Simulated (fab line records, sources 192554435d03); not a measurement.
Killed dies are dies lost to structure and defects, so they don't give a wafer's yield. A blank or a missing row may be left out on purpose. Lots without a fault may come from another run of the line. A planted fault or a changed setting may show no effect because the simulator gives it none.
A struck lot beside a sound one | flow n5_finfet | 36 steps out of a route of 1938
Sound: wafers L193.1, L193.4, L193.5. Struck: wafer L204.5. (L204.6 of the same lot was not struck and is left out.) The cause comes at the end.
At each step with rows: each side's tool, then ch and its chambers, then its first start. Under that, the readings that differ: sound wafers | struck wafers | difference of the means | sigmas: that difference in standard deviations of wafers without a fault.
alike: readings whose means differ by less than 2 such deviations, and words and numbers that are the same on both sides. not compared: withheld readings, readings that some wafer has no value for, bounds like >300 that may hide the same value, and numbers for which the record gives no deviation and whose values overlap.
The two part at a step that has a row with sigmas, a row that says differs or no value, or rows on one side only. Numbers that don't overlap but have no deviation are shown without sigmas and don't part them. A reading that every wafer of one side lacks parts them only if that side has two wafers or more.

first, 9 steps without rows for these wafers: N5_BEOL_M10_COAT_60 (time 60 s, resist thk 30 nm); N5_BEOL_M10_COAT_05 (resist thk 90 nm); N5_BEOL_M10_EBR_07; N5_BEOL_M10_SOFTBAKE_06 (time 60 s); N5_BEOL_M10_EXPOSE_08 (exposes mask M10); N5_BEOL_M10_PEB_09 (peb time 60 s); N5_BEOL_M10_DEVELOP_10 (develop time 30 s); N5_BEOL_M10_DESCUM_16 (chemistry O2, time 7.9 s); N5_BEOL_M10_ETCH_61 (etches SiARC in CF4, target depth 39 nm, time 65 s).
N5_BEOL_M10_ETCH_62: etches SOC in N2/H2, target depth 110 nm, overetch 22 nm, time 165 s.
  sound on rie_diel-02 ch 0,1,3, day 10 00:10; struck on rie_diel-02 ch 1, day 12 11:44
  reading                                     | sound          | struck | difference | sigmas
  model.SiARC_of_BEOL_M10_COAT_60.thk_nm (nm) | 23.6 23.4 23.6 | 19.4   | -4.1       |
  model.BEOL_M10.cd_offset_nm (nm)            | -0.4 1.2 0     | 2      | +2         |
  alike: drypump_motor_current_A, oes_product_au, rf_vpp_V, showerhead_plenum_p_Torr, throttle_valve_pct
  not compared: rf_hours_counter_h
then, 2 steps without rows for these wafers: N5_BEOL_M10_STRIP_68 (strips in N2/H2); N5_BEOL_M10_STRIP_67 (strips in CF4).
N5_BEOL_M10_HM_OPEN_17: chemistry Cl2/BCl3, target TiN, target depth 20 nm, overetch 6 nm.
  sound on rie_metal-01 ch 1, day 10 00:21; struck on rie_metal-01 ch 1, day 12 11:55
  reading                          | sound        | struck | difference | sigmas
  model.BEOL_M10.cd_offset_nm (nm) | -0.2 1.2 0.2 | 2      | +2         |
  alike: drypump_motor_current_A, oes_ar_750_au, oes_product_au, throttle_valve_pct
  not compared: rf_hours_counter_h
then, 1 step without rows for these wafers: N5_BEOL_M10_STRIP_19 (strips in O2).
N5_BEOL_M10_CD_MEAS_18: pitch 140 nm, target cd 70 nm.
  sound on cd_sem-01, day 10 00:44; struck on cd_sem-03, day 12 12:03
  reading    | sound          | struck | difference | sigmas
  cd_nm (nm) | 69.4 71.1 70.2 | 72.0   | +1.8       | +3
then, 20 steps without rows for these wafers: N5_BEOL_M10_COAT_63 (time 60 s, resist thk 100 nm); N5_BEOL_M10_COAT_64 (time 60 s, resist thk 30 nm); N5_BEOL_M10_COAT_22 (resist thk 90 nm); N5_BEOL_M10_EBR_24; N5_BEOL_M10_SOFTBAKE_23 (time 60 s); N5_BEOL_M10_EXPOSE_25 (exposes mask V9); N5_BEOL_M10_PEB_26 (peb time 60 s); N5_BEOL_M10_DEVELOP_27 (develop time 30 s); N5_BEOL_M10_DESCUM_33 (chemistry O2, time 7.9 s); N5_BEOL_M10_ETCH_65 (etches SiARC in CF4, target depth 39 nm, time 65 s); N5_BEOL_M10_ETCH_66 (etches SOC in N2/H2, target depth 120 nm, overetch 24 nm, time 180 s); N5_BEOL_M10_STRIP_69 (strips in N2/H2); N5_BEOL_M10_VIA_ETCH_34 (etches SiCOH lowk in C4F6/O2, target depth 184.5 nm, time 69.2 s); N5_BEOL_M10_STRIP_73 (strips in C4F6/O2); N5_BEOL_M10_STRIP_36 (strips in N2/H2); N5_BEOL_M10_TRENCH_ETCH_37 (etches SiCOH lowk in C4F6/O2, target depth 148.83 nm, time 48 s); N5_BEOL_M10_ETCH_41 (etches SiCN in CH3F/O2, target depth 42.6 nm, time 86 s); N5_BEOL_M10_STRIP_77 (strips in N2/H2, time 10 s); N5_BEOL_M10_HM_STRIP_39 (strips TiN in peroxide tin strip, target depth 25 nm, time 158 s); N5_BEOL_M10_SRD_40 (time 30 s).
-- the record jumps here: 2 days lie between the struck wafers' starts before and after (it left off in module BEOL_M10 and takes up again in module PASSIVATION, whose first step shown is number 1936 of the route) --
N5_PASSIVATION_PROBE_49:
  sound on prober-02, day 11 23:28; struck on prober-02, day 14 14:42
  reading      | sound    | struck | difference | sigmas
  killed_short | 34 33 53 | 25     | -15        | -2
  alike: defect_limited_yield, killed_at_M0_to_M3, killed_at_M4_up, killed_at_contacts, killed_at_front_end, killed_at_other, killed_dies, killed_open, sort_bin_5_function, sort_bin_6_memory, sort_n_pass, sort_yield_pct

WHERE THEY PART
First at N5_BEOL_M10_CD_MEAS_18; last, within this record, at N5_PASSIVATION_PROBE_49.

WHY: what the simulator had put in
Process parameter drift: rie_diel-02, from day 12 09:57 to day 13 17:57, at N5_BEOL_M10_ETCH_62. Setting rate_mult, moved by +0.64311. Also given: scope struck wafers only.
